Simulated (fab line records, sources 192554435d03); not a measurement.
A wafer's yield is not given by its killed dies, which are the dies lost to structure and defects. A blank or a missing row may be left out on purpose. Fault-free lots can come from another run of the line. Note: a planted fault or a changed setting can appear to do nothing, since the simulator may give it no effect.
fab line records + flow n5_finfet + part 2 of 2: steps 20 to 32 of 32
record
- lots=5
- wafers=15
- last_day=17
route steps=1938 shown BEOL_M3@938
lots that met no fault: from a run of the same line without faults
start_h: start of the lot's first displayed wafer, in hours after the record's first day + wait_h: hours elapsed since this lot's preceding step + " the same as in the row above + L1.1+2: a row that stands for several wafers + - either no value or no given start + * or withheld: withheld + < > ~ a bound
route shown NAME@n: names a module that has steps shown in the file, with the first one's number in the route + usual: mean and standard deviation over wafers with no fault + same: alike in all rows + chamber/n: place in a boat + sites: readings site by site + _std_site: the standard deviation of these + _edge_site: inner sites' mean taken away from outer sites' mean + radius_mm: how far each site lies from the wafer's centre + mask NAME#n: copy n + behind: the last tool/chamber to shape the wafer + hold: why the lot was held/for how many hours/how that ended + device: transistor that didn't switch, given as n, p or np + end of line: tests run on the same wafers once the route is complete + where a step has no rows: the recipe by itself + killed: the dies lost at the first sort to structure and to defects; this is not the yield of the wafer + map: the dies of a wafer, with x for killed, . for not killed, _ for no die there
set.NAME: setting as actually run; set.NAME@STEP: the setting as run at that earlier step + model.NAME: the simulator's own value behind a step, which no gauge read
lots at selected steps of the route; one table per step, one row per wafer
services: when a tool's chamber went out of use (start_h, in hours from the record's first day, below 0 if earlier), for how many hours, and the reason
## steps
# step N5_BEOL_M3_COAT_67
# recipe
- resist=SOC
- temp_c=250
- time_s=60
- spin_rpm=1500
- resist_thk_nm=60
| lot.wafer  | tool           | chamber | start_h | wait_h |
|------------|----------------|---------|---------|--------|
| L074.1+2+3 | litho_track-03 | 0       | 136.93  | 0.0    |
| L075.2+4+5 | litho_track-04 | 0       | 149.88  | 0.0    |
| L087.4+5+6 | litho_track-03 | 0       | 219.64  | 0.0    |
| L092.4+5+6 | litho_track-03 | 0       | 261.26  | 0.0    |
| L093.1+2+5 | litho_track-03 | 0       | 262.71  | 0.0    |
# step N5_BEOL_M3_COAT_68
# recipe
- resist=SiARC
- temp_c=220
- time_s=60
- spin_rpm=1500
- resist_thk_nm=12
| lot.wafer  | tool           | chamber | start_h | wait_h |
|------------|----------------|---------|---------|--------|
| L074.1+2+3 | litho_track-03 | 0       | -       | -      |
| L075.2+4+5 | litho_track-04 | 0       | -       | -      |
| L087.4+5+6 | litho_track-03 | 0       | -       | -      |
| L092.4+5+6 | litho_track-03 | 0       | -       | -      |
| L093.1+2+5 | litho_track-03 | 0       | -       | -      |
# step N5_BEOL_M3_COAT_76
# recipe
- resist=underlayer
- temp_c=205
- time_s=60
- spin_rpm=1500
- resist_thk_nm=5
| lot.wafer  | tool           | chamber | start_h | wait_h |
|------------|----------------|---------|---------|--------|
| L074.1+2+3 | litho_track-03 | 0       | -       | -      |
| L075.2+4+5 | litho_track-04 | 0       | -       | -      |
| L087.4+5+6 | litho_track-03 | 0       | -       | -      |
| L092.4+5+6 | litho_track-03 | 0       | -       | -      |
| L093.1+2+5 | litho_track-03 | 0       | -       | -      |
# step N5_BEOL_M3_COAT_22
# recipe
- resist=CAR-EUV
- spin_rpm=1500
- resist_thk_nm=30
| lot.wafer  | tool           | chamber | start_h | wait_h |
|------------|----------------|---------|---------|--------|
| L074.1+2+3 | litho_track-03 | 0       | -       | -      |
| L075.2+4+5 | litho_track-04 | 0       | -       | -      |
| L087.4+5+6 | litho_track-03 | 0       | -       | -      |
| L092.4+5+6 | litho_track-03 | 0       | -       | -      |
| L093.1+2+5 | litho_track-03 | 0       | -       | -      |
# step N5_BEOL_M3_EBR_24
# recipe
- solvent=PGMEA
- ebr_width_mm=1.5
| lot.wafer  | tool           | chamber | start_h | wait_h |
|------------|----------------|---------|---------|--------|
| L074.1+2+3 | litho_track-03 | 0       | -       | -      |
| L075.2+4+5 | litho_track-04 | 0       | -       | -      |
| L087.4+5+6 | litho_track-03 | 0       | -       | -      |
| L092.4+5+6 | litho_track-03 | 0       | -       | -      |
| L093.1+2+5 | litho_track-03 | 0       | -       | -      |
# step N5_BEOL_M3_SOFTBAKE_23
# recipe
- temp_c=110
- time_s=60
- resist=CAR-EUV
| lot.wafer  | tool           | chamber | start_h | wait_h |
|------------|----------------|---------|---------|--------|
| L074.1+2+3 | litho_track-03 | 0       | -       | -      |
| L075.2+4+5 | litho_track-04 | 0       | -       | -      |
| L087.4+5+6 | litho_track-03 | 0       | -       | -      |
| L092.4+5+6 | litho_track-03 | 0       | -       | -      |
| L093.1+2+5 | litho_track-03 | 0       | -       | -      |
# step N5_BEOL_M3_EXPOSE_25
# recipe
- mask_id=V2
- na=0.33
- source_shape=quasar
- sigma_inner=0.2
- sigma_outer=0.8
- polarization=unpolarized
- defocus_nm=5
- dose_mj=63
# usual
- stage_msd_nm=0.869/0.0065
# same
- sigma_inner=0.2
| lot.wafer | tool           | chamber | start_h | wait_h | mask | stage_msd_nm |
|-----------|----------------|---------|---------|--------|------|--------------|
| L074.1    | euv_scanner-01 | 0       | 137.07  | -      | V2#0 | 0.863        |
| L074.2    | "              | 0       | "       | "      | V2#0 | 0.865        |
| L074.3    | "              | 0       | "       | "      | V2#0 | 0.861        |
| L075.2    | euv_scanner-02 | 0       | 150.03  | -      | V2#0 | 0.860        |
| L075.4    | "              | 0       | "       | "      | V2#0 | 0.860        |
| L075.5    | "              | 0       | "       | "      | V2#0 | 0.864        |
| L087.4    | euv_scanner-01 | 0       | 219.95  | -      | V2#0 | 0.869        |
| L087.5    | "              | 0       | "       | "      | V2#0 | 0.869        |
| L087.6    | "              | 0       | "       | "      | V2#0 | 0.874        |
| L092.4    | euv_scanner-01 | 0       | 261.55  | -      | V2#0 | 0.879        |
| L092.5    | "              | 0       | "       | "      | V2#0 | 0.880        |
| L092.6    | "              | 0       | "       | "      | V2#0 | 0.881        |
| L093.1    | euv_scanner-01 | 0       | 262.85  | -      | V2#0 | 0.878        |
| L093.2    | "              | 0       | "       | "      | V2#0 | 0.881        |
| L093.5    | "              | 0       | "       | "      | V2#0 | 0.880        |
# step N5_BEOL_M3_PEB_26
# recipe
- peb_temp_c=100
- peb_time_s=60
- resist=CAR-EUV
| lot.wafer  | tool           | chamber | start_h | wait_h |
|------------|----------------|---------|---------|--------|
| L074.1+2+3 | litho_track-03 | 0       | 137.14  | 0.1    |
| L075.2+4+5 | litho_track-02 | 0       | 150.10  | 0.1    |
| L087.4+5+6 | litho_track-04 | 0       | 220.00  | 0.0    |
| L092.4+5+6 | litho_track-04 | 0       | 261.60  | 0.0    |
| L093.1+2+5 | litho_track-04 | 0       | 262.93  | 0.1    |
# step N5_BEOL_M3_DEVELOP_27
# recipe
- develop_time_s=30
- developer=TMAH
- resist=CAR-EUV
- rinse_liquid=surfactant_rinse
- dry=air_spin
- dev_temp_c=23
| lot.wafer  | tool           | chamber | start_h | wait_h |
|------------|----------------|---------|---------|--------|
| L074.1+2+3 | litho_track-03 | 0       | -       | -      |
| L075.2+4+5 | litho_track-02 | 0       | -       | -      |
| L087.4+5+6 | litho_track-04 | 0       | -       | -      |
| L092.4+5+6 | litho_track-04 | 0       | -       | -      |
| L093.1+2+5 | litho_track-04 | 0       | -       | -      |
# step N5_BEOL_M3_CD_MEAS_28
# recipe
- target_cd_nm=25.7
- landing_energy_ev=500
- detector=se_inlens
- target_cd_y_nm=23.3
- polarity=opening
# usual
- cd_nm=25.66/0.23
| lot.wafer | tool      | chamber | start_h | wait_h | cd_nm |
|-----------|-----------|---------|---------|--------|-------|
| L074.1    | cd_sem-02 | 0       | 137.21  | -      | 25.75 |
| L074.2    | "         | 0       | "       | "      | 25.94 |
| L074.3    | "         | 0       | "       | "      | 25.55 |
| L075.2    | cd_sem-01 | 0       | 150.17  | -      | 25.52 |
| L075.4    | "         | 0       | "       | "      | 25.82 |
| L075.5    | "         | 0       | "       | "      | 25.69 |
| L087.4    | cd_sem-03 | 0       | 220.07  | -      | 25.28 |
| L087.5    | "         | 0       | "       | "      | 25.32 |
| L087.6    | "         | 0       | "       | "      | 25.41 |
| L092.4    | cd_sem-01 | 0       | 261.67  | -      | 25.69 |
| L092.5    | "         | 0       | "       | "      | 25.81 |
| L092.6    | "         | 0       | "       | "      | 25.73 |
| L093.1    | cd_sem-03 | 0       | 263.00  | -      | 25.78 |
| L093.2    | "         | 0       | "       | "      | 25.69 |
| L093.5    | "         | 0       | "       | "      | 25.56 |
# step N5_BEOL_M3_OVL_MEAS_29
# recipe
- points_per_wafer=522
# usual
- V2_OVL=-0.1/0.62
| lot.wafer | tool       | chamber | start_h | wait_h | V2_OVL[nm] |
|-----------|------------|---------|---------|--------|------------|
| L074.1    | overlay-02 | 0       | 137.24  | 0.0    | 0.2        |
| L074.2    | "          | 0       | "       | "      | 0.7        |
| L074.3    | "          | 0       | "       | "      | 0.4        |
| L075.2    | overlay-01 | 0       | 150.20  | 0.0    | 0.9        |
| L075.4    | "          | 0       | "       | "      | 0.6        |
| L075.5    | "          | 0       | "       | "      | 1.0        |
| L087.4    | overlay-02 | 0       | 220.11  | 0.0    | 1.3        |
| L087.5    | "          | 0       | "       | "      | 0.8        |
| L087.6    | "          | 0       | "       | "      | 0.8        |
| L092.4    | overlay-02 | 0       | 261.72  | 0.0    | 0.0        |
| L092.5    | "          | 0       | "       | "      | -0.7       |
| L092.6    | "          | 0       | "       | "      | -1.1       |
| L093.1    | overlay-02 | 0       | 263.03  | 0.0    | -0.3       |
| L093.2    | "          | 0       | "       | "      | -0.7       |
| L093.5    | "          | 0       | "       | "      | 0.3        |
# step N5_BEOL_M3_INSPECT_30
# recipe
- mode=adi
- inspect_instrument=brightfield
# usual
- raw_defect_count=434/85
| lot.wafer | tool              | chamber | start_h | wait_h | raw_defect_count |
|-----------|-------------------|---------|---------|--------|------------------|
| L074.1    | defect_inspect-02 | -       | 137.30  | 0.1    | 465              |
| L074.2    | "                 | -       | "       | "      | 467              |
| L074.3    | "                 | -       | "       | "      | 419              |
| L075.2    | defect_inspect-01 | -       | 150.26  | 0.0    | 341              |
| L075.4    | "                 | -       | "       | "      | 415              |
| L075.5    | "                 | -       | "       | "      | 282              |
| L087.4    | defect_inspect-01 | -       | 220.15  | 0.0    | 408              |
| L087.5    | "                 | -       | "       | "      | 329              |
| L087.6    | "                 | -       | "       | "      | 625              |
| L092.4    | defect_inspect-02 | -       | 261.76  | 0.0    | 424              |
| L092.5    | "                 | -       | "       | "      | 494              |
| L092.6    | "                 | -       | "       | "      | 431              |
| L093.1    | defect_inspect-02 | -       | 263.09  | 0.1    | 337              |
| L093.2    | "                 | -       | "       | "      | 401              |
| L093.5    | "                 | -       | "       | "      | 455              |
# step N5_BEOL_M3_DESCUM_33
# recipe
- chemistry=O2
- time_s=7
- source_power_w=50
- bias_power_w=20
- pressure_mtorr=20
- rf_frequency_hz=2.712e+07
- temp_c=40
- resist=CAR-EUV
- o2_flow_sccm=225
# usual
- drypump_motor_current_A=5.7/0.44
- oes_product_au=0.81/0.098
- rf_fwd_power_W=49.35/0.21
- rf_vpp_V=242.8/1.2
- showerhead_plenum_p_Torr=2.08/0.058
- temp_c=40.00/0.12
- throttle_valve_pct=20.34/0.13
| lot.wafer | tool        | chamber | start_h | wait_h | drypump_motor_current_A | oes_product_au | rf_fwd_power_W | rf_hours_counter_h | rf_vpp_V | showerhead_plenum_p_Torr | temp_c | throttle_valve_pct |
|-----------|-------------|---------|---------|--------|-------------------------|----------------|----------------|--------------------|----------|--------------------------|--------|--------------------|
| L074.1    | rie_diel-06 | 2       | 137.33  | 0.0    | 5.6                     | 0.71           | 49.47          | 209                | 243.8    | 2.07                     | 40.13  | 20.21              |
| L074.2    | "           | 3       | "       | "      | 5.9                     | 0.87           | 49.23          | 36                 | 242.9    | 2.05                     | 39.94  | 20.18              |
| L074.3    | "           | 2       | "       | "      | 5.6                     | 0.69           | 49.58          | -                  | 241.8    | 2.07                     | 40.10  | 20.20              |
| L075.2    | rie_diel-02 | 0       | 150.29  | 0.0    | 6.0                     | 0.71           | 49.10          | 211                | 242.6    | 2.07                     | 40.10  | 20.47              |
| L075.4    | "           | 2       | "       | "      | 6.0                     | 0.98           | 49.48          | -                  | 242.5    | 2.06                     | 40.20  | 20.41              |
| L075.5    | "           | 0       | "       | "      | 6.0                     | 0.72           | 49.12          | -                  | 243.9    | 2.07                     | 40.25  | 20.47              |
| L087.4    | rie_diel-01 | 1       | 220.75  | 0.6    | 5.8                     | 0.74           | 49.21          | 160                | 242.5    | 2.00                     | 40.09  | 20.13              |
| L087.5    | "           | 2       | "       | "      | 5.0                     | 0.80           | 49.42          | -                  | 242.7    | 2.04                     | 40.05  | 20.27              |
| L087.6    | "           | 3       | "       | "      | 4.7                     | 0.81           | 49.40          | -                  | 241.4    | 2.03                     | 39.87  | 20.26              |
| L092.4    | rie_diel-06 | 3       | 261.79  | 0.0    | 5.9                     | 0.81           | 49.45          | 81                 | 243.5    | 2.03                     | 39.93  | 20.26              |
| L092.5    | "           | 2       | "       | "      | 5.6                     | 0.67           | 49.62          | -                  | 243.1    | 2.06                     | 40.12  | 20.25              |
| L092.6    | "           | 1       | "       | "      | 6.6                     | 0.85           | 49.16          | -                  | 244.5    | 2.20                     | 40.09  | 20.43              |
| L093.1    | rie_diel-06 | 2       | 263.12  | 0.0    | 5.6                     | 0.67           | 49.48          | 246                | 242.1    | 2.06                     | 40.03  | 20.27              |
| L093.2    | "           | 3       | "       | "      | 5.9                     | 0.81           | 49.39          | 81                 | 243.6    | 2.03                     | 39.91  | 20.24              |
| L093.5    | "           | 3       | "       | "      | 5.9                     | 0.81           | 49.26          | -                  | 243.1    | 2.03                     | 40.10  | 20.25              |
## services
| tool           | chamber | start_h | hours | kind                          |
|----------------|---------|---------|-------|-------------------------------|
| euv_scanner-01 | -       | 112.18  | 0.6   | repair                        |
| rie_diel-02    | 2       | 112.90  | -     | clean                         |
| rie_diel-02    | 2       | 112.90  | -     | consumable_replace:focus_ring |
| rie_diel-06    | 0       | 115.84  | 5.3   | repair                        |
| euv_scanner-01 | -       | 120.51  | 1.0   | repair                        |
| rie_diel-06    | 0       | 121.19  | -     | clean                         |
| rie_diel-06    | 0       | 121.19  | -     | consumable_replace:focus_ring |
| rie_diel-06    | 0       | 121.19  | 21.9  | scheduled_down                |
| rie_diel-06    | 0       | 121.19  | 21.9  | vent_cycle                    |
| rie_diel-06    | 1       | 128.14  | 16.7  | repair                        |
| euv_scanner-01 | -       | 128.16  | 1.0   | pm                            |
| euv_scanner-02 | -       | 131.79  | 1.0   | pm                            |
| rie_diel-02    | 2       | 132.32  | 6.3   | repair                        |
| rie_diel-06    | 2       | 142.69  | 23.3  | repair                        |
| euv_scanner-01 | -       | 176.48  | 4.6   | pm                            |
| rie_metal-03   | 0       | 178.85  | 7.3   | repair                        |
| euv_scanner-01 | -       | 184.31  | 1.0   | pm                            |
| euv_scanner-02 | -       | 185.10  | 9.9   | repair                        |
| euv_scanner-02 | -       | 195.01  | 1.0   | pm                            |
| rie_diel-02    | -       | 215.56  | 14.6  | pm                            |
| rie_diel-01    | -       | 231.04  | 0.4   | repair                        |
| euv_scanner-01 | -       | 240.46  | 1.0   | pm                            |
| euv_scanner-02 | -       | 244.08  | 1.0   | pm                            |
| euv_scanner-02 | -       | 261.21  | 4.6   | pm                            |
